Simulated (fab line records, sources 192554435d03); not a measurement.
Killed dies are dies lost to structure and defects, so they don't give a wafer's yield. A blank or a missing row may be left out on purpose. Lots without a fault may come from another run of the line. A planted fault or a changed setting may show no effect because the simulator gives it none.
One fault seen from 2 desks | flow n5_finfet | each desk has only its own numbers; what lay behind them comes last

THE TOOL OWNER'S DESK: pecvd-04
The tool's own readings at N5_FIN_SAQP_HM_DEP_03 (deposits SiNx from SiH4/NH3/N2, target thk 38 nm, time 33.6 s): means of the sampled wafers that have a number, for each lot that ran on this tool. A lot is out of limits, marked OUT, if its mean lies more than 4 standard deviations from the usual mean; the brackets give that distance.
Columns: A = heater_power_w at N5_FIN_SAQP_HM_DEP_03, usual 793 W; B = showerhead_plenum_p_Torr at N5_FIN_SAQP_HM_DEP_03, usual 5.18 Torr; C = throttle_valve_pct at N5_FIN_SAQP_HM_DEP_03, usual 39.9 %
lot  | first seen here | A   | B    | C
L802 | day 2 15:16     | 818 | 5.20 | 39.6
L806 | day 3 14:48     | 797 | 5.15 | 38.9
L807 | day 3 23:08     | 739 | 5.15 | 39.0
L808 | day 4 03:48     | 791 | 5.14 | 38.8
L810 | day 4 17:26     | 720 | 5.16 | 39.9
L813 | day 5 08:52     | 774 | 5.11 | 39.0
This desk's finding: nothing out of limits on any of the 6 lots.

THE METROLOGY DESK
What the gauges read, lot by lot, whatever tool the lot ran on: means of the sampled wafers that have a number. A lot is out of limits, marked OUT, if its mean lies more than 4 standard deviations from the usual mean; the brackets give that distance. Of its 12 readings 7 are shown: those that lie furthest out on some lot.
Columns: A = HMC_CMP_THK at N5_PMOS_HMC_CHANNEL_EPI_THK_MEAS_22, usual 53.7 nm; B = thk_nm at N5_FIN_SAQP_THK_MEAS_05, usual 37.9 nm; C = DIBL_N at N5_BEOL_M4_RC_MEAS_101, usual 35.8 mV/V; D = DIBL_P at N5_BEOL_M4_RC_MEAS_101, usual 36.0 mV/V; E = IOFF_N at N5_BEOL_M4_RC_MEAS_101, usual 0.153 nA/um; F = ION_N at N5_BEOL_M4_RC_MEAS_101, usual 673 uA/um; G = SS_N at N5_BEOL_M4_RC_MEAS_101, usual 71.4 mV/dec
lot  | first seen here | A    | B    | C    | D    | E     | F   | G
L799 | day 1 19:36     | 53.6 | 37.9 | 36.2 | 37.2 | 0.171 | 682 | 71.0
L800 | day 2 02:14     | 53.7 | 38.2 | 36.1 | 36.6 | 0.147 | 673 | 71.5
L802 | day 2 14:14     | 52.5 | 38.6 | 38.1 | 37.6 | 0.171 | 681 | 71.9
L803 | day 2 19:57     | 53.0 | 37.6 | 37.2 | 36.0 | 0.185 | 691 | 71.0
L805 | day 3 10:31     | 53.5 | 38.2 | 35.9 | 36.9 | 0.168 | 680 | 71.5
L806 | day 3 13:47     | 53.2 | 37.8 | 32.9 | 32.2 | 0.108 | 653 | 70.4
L807 | day 3 21:10     | 53.0 | 37.9 | 34.9 | 33.8 | 0.123 | 660 | 71.2
L808 | day 4 02:45     | 52.6 | 36.4 | 35.8 | 36.4 | 0.155 | 683 | 71.4
L809 | day 4 07:52     | 54.9 | 37.6 | 35.9 | 37.3 | 0.174 | 674 | 71.7
L810 | day 4 15:09     | 55.5 | 36.5 | 36.8 | 38.7 | 0.178 | 674 | 71.7
L813 | day 5 07:47     | 53.2 | 36.2 | 37.8 | 37.7 | 0.184 | 684 | 71.6
L816 | day 6 02:28     | 53.2 | 38.1 | 35.8 | 36.7 | 0.157 | 671 | 71.5
L818 | day 6 14:04     | 54.1 | 37.8 | 36.2 | 36.2 | 0.156 | 670 | 71.4
L820 | day 7 01:56     | 54.0 | 37.1 | 38.0 | 38.7 | 0.160 | 671 | 71.6
L822 | day 7 14:21     | 55.4 | 37.9 | 36.0 | 34.2 | 0.147 | 669 | 71.3
This desk's finding: nothing out of limits on any of the 15 lots.

PUT TOGETHER
The tool owner's desk saw nothing out of limits.
The metrology desk saw nothing out of limits.

WHAT THE SIMULATOR HAD PUT IN
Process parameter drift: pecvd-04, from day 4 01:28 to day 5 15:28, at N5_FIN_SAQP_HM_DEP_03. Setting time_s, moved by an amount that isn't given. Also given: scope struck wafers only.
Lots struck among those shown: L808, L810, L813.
